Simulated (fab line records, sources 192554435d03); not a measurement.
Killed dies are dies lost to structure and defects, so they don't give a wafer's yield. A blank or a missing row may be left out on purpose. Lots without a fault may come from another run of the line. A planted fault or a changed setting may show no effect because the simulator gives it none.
Chamber matching | flow n5_finfet | N5_BEOL_M0_SAQP_HM_DEP_111 on pecvd-04: 3 sister chambers
The step deposits SiO2 from SiH4/N2O, target thk 12 nm, time 7.2 s. 16 wafers are shown with their chamber, then 8 later ones without.

WAFERS WITH THEIR CHAMBER
wafer  | chamber | showerhead_plenum_p_Torr (Torr) | showerhead_vpp_V (V) | heater_power_w (W)
L075.1 | 2       | 7.94                            | 942                  | 776
L075.5 | 1       | 8.14                            | 1093                 | 723
L075.6 | 2       | 7.95                            | 981                  | 782
L079.2 | 1       | 8.14                            | 1074                 | 753
L079.5 | 0       | 8.11                            | 1071                 | 782
L079.6 | 1       | 8.15                            | 1083                 | 770
L084.1 | 2       | 7.92                            | 960                  | 811
L084.5 | 1       | 8.14                            | 1081                 | 708
L084.6 | 0       | 8.10                            | 1039                 | 697
L085.2 | 1       | 8.15                            | 1064                 | 807
L085.3 | 2       | 7.93                            | 964                  | 815
L085.5 | 0       | 8.12                            | 1054                 | 796
L088.1 | 1       | 8.14                            | 1069                 | 772
L088.3 | 2       | 7.93                            | 979                  | 865
L088.5 | 1       | 8.14                            | 1071                 | 779
L089.1 | 1       | 8.14                            | 1091                 | 712

SIGNATURES (means of the wafers above)
reading                  | chamber 0 | chamber 1 | chamber 2 | scatter within a chamber
showerhead_plenum_p_Torr | 8.1100    | 8.1425    | 7.9340    | 0.00818
showerhead_vpp_V         | 1054.67   | 1078.25   | 965.20    | 13.3
heater_power_w           | 758.33    | 753.00    | 809.80    | 38.8
Rule: a wafer's distance from a chamber is the root of the sum, over the readings, of the square of ((its reading less the chamber's mean) divided by the reading's scatter). The wafer belongs to the nearest chamber; if the next one is less than 2 further off, it can't be placed. The scatter: the root of (the sum of the squares of (reading less its chamber's mean) over the shown wafers, divided by (wafers less chambers)).

WAFERS WITHOUT THEIR CHAMBER
wafer  | showerhead_plenum_p_Torr (Torr) | showerhead_vpp_V (V) | heater_power_w (W)
L089.2 | 7.92                            | 973                  | 817
L089.5 | 7.94                            | 955                  | 811
L090.1 | 7.94                            | 978                  | 862
L090.3 | 8.13                            | 1087                 | 805
L090.4 | 8.12                            | 1052                 | 787
L097.1 | 8.15                            | 1069                 | 796
L097.5 | 7.95                            | 986                  | 888
L097.6 | 8.13                            | 1058                 | 777

WHICH CHAMBER EACH WENT THROUGH
wafer  | from the rows above     | in truth
L089.2 | 2                       | 2
L089.5 | 2                       | 2
L090.1 | 2                       | 2
L090.3 | can't be placed: 1 or 0 | 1
L090.4 | 0                       | 0
L097.1 | 1                       | 1
L097.5 | 2                       | 2
L097.6 | can't be placed: 1 or 0 | 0
Placed correctly: 6 of 8. Can't be placed from these rows: 2 (the true chamber is among the candidates in 2). Placed wrongly: 0.
